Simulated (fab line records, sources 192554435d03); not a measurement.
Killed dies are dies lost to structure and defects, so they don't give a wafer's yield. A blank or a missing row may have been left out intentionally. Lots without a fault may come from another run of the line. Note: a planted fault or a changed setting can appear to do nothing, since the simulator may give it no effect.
A lot that was struck, set against a sound lot    flow n5 finfet    16 out of 1938 route steps
Sound: these wafers, L602.1, L602.3, L602.5. Struck: wafer L613.5 (left out: L613.4, a lot-mate that was not struck); the cause follows at the end.
For every step that has rows: the tool of each side, followed by ch and its chambers, followed by its first start. Under that, the readings that differ: sound wafers    struck wafers    difference of the means    sigmas: that difference in standard deviations of wafers without a fault.
alike: words and numbers the same on both sides, and readings whose means are apart by under 2 such deviations; not compared: readings that were withheld, readings missing a value for some wafer, numbers with overlapping values and no deviation given by the record, and bounds like >300 which may hide the same value.
The two part at a step that has a row with sigmas, a row that says differs or no value, or rows on one side only. Non-overlapping numbers with no deviation appear without sigmas and do not part them. A reading missing from all wafers of one side parts the sides only when that side holds two or more wafers.

N5_BEOL_M2_ETCH_41: etches SiCN in CH3F/O2, target depth 29.9 nm, time 52.5 s.
  sound on rie diel-01 ch 0,2; struck on rie diel-01 ch 2
  alike: drypump motor current A, mfc ar sccm, oes product au, rf vpp V, showerhead plenum p Torr, throttle valve pct
  not compared: rf hours counter h
then, 1 step without rows for these wafers: N5_BEOL_M2_STRIP_97 (strips in N2/H2, time 10 s).
N5_BEOL_M2_OCD_MEAS_38:
  sound on ocd-02, day 8 22:49; struck on ocd-01, day 11 21:38
  alike: trench depth nm
then, 4 steps without rows for these wafers: N5_BEOL_M2_HM_STRIP_39 (strips TiN in peroxide tin strip, target depth 25 nm, time 158 s); N5_BEOL_M2_SRD_40 (time 30 s); N5_BEOL_M2_PRECLEAN_42 (cleans in residue remover, time 60 s); N5_BEOL_M2_SRD_43 (time 30 s).
N5_BEOL_M2_CD_MEAS_35: target cd 18 nm, target cd y 22.2 nm.
  sound on cd sem-01, day 8 22:58; struck on cd sem-03, day 11 21:47
  alike: cd nm
N5_BEOL_M2_DEGAS_44: time 60 s.
  sound on pvd sputter-03, day 8 23:09; struck on pvd sputter-03, day 11 22:10
  alike: heater power w
then, 1 step without rows for these wafers: N5_BEOL_M2_PRE_CLEAN_45 (time 30 s).
N5_BEOL_M2_ALD_84: deposits TaN, pulse time 2 s, purge time 3 s, co reactant purge time 2 s.
  sound on ald metal-01 ch 0,3, day 8 23:17; struck on ald metal-04 ch 3, day 11 22:16
  alike: heater power w, precursor vessel temp c
N5_BEOL_M2_SURFACE_TREAT_85:
  sound on pvd sputter-03, day 8 23:47; struck on pvd sputter-03, day 11 22:34
  not compared: throttle valve pct
N5_BEOL_M2_CVD_47: deposits Co from CCTBA/H2, target thk 3 nm, time 223.8 s.
  sound on cvd co-01 ch 0,2, day 8 23:56; struck on cvd co-01 ch 0, day 11 22:43
reading           sound              struck  difference  sigmas
run length s (s)  247.0 246.9 246.6  99.5    -147.3      -99 or more
N5_BEOL_M2_SPUTTER_48: material Cu, target thk 4.5 nm, time 8.29 s.
  sound on pvd sputter-02, day 9 01:27; struck on pvd sputter-02, day 11 22:50
  alike: chamber pressure pa, throttle valve pct
N5_BEOL_M4_RC_MEAS_101:
  sound on prober-02 ch 0, day 10 13:26; struck on prober-02 ch 0, day 13 10:13
  alike: DIBL_N, DIBL_P, IOFF_N, IOFF_P, ION_N, ION_P, SS_N, SS_P, VT_N, VT_P
-- the record jumps here: 5 days lie between the struck wafers' starts before and after (it left off in module BEOL_M4 and takes up again in module PASSIVATION, whose first step shown is number 1936 of the route) --
N5_PASSIVATION_PROBE_49:
  sound on prober-01, day 15 13:19; struck on prober-01, day 18 01:10
reading                   sound           struck  difference  sigmas
defect limited yield (%)  93.2 92.9 95.0  90.4    -3.3        -2
killed at contacts        6 14 3          21      +13         +2
killed dies               80 84 59        113     +39         +2
killed open               52 45 34        82      +38         +3
sort_bin_5_function (%)   4.4 4.4 2.8     6.1     +2.2        +2
  alike: killed_at_M0_to_M3, killed_at_M4_up, killed at front end, killed at other, killed short, sort_bin_6_memory, sort n pass, sort yield pct

WHERE THEY PART
First at N5_BEOL_M2_CVD_47; last, within this record, at N5_PASSIVATION_PROBE_49.

WHY: what had been put in by the simulator
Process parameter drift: cvd co-01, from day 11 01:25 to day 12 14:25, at N5_BEOL_M2_CVD_47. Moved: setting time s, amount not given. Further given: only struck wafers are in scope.
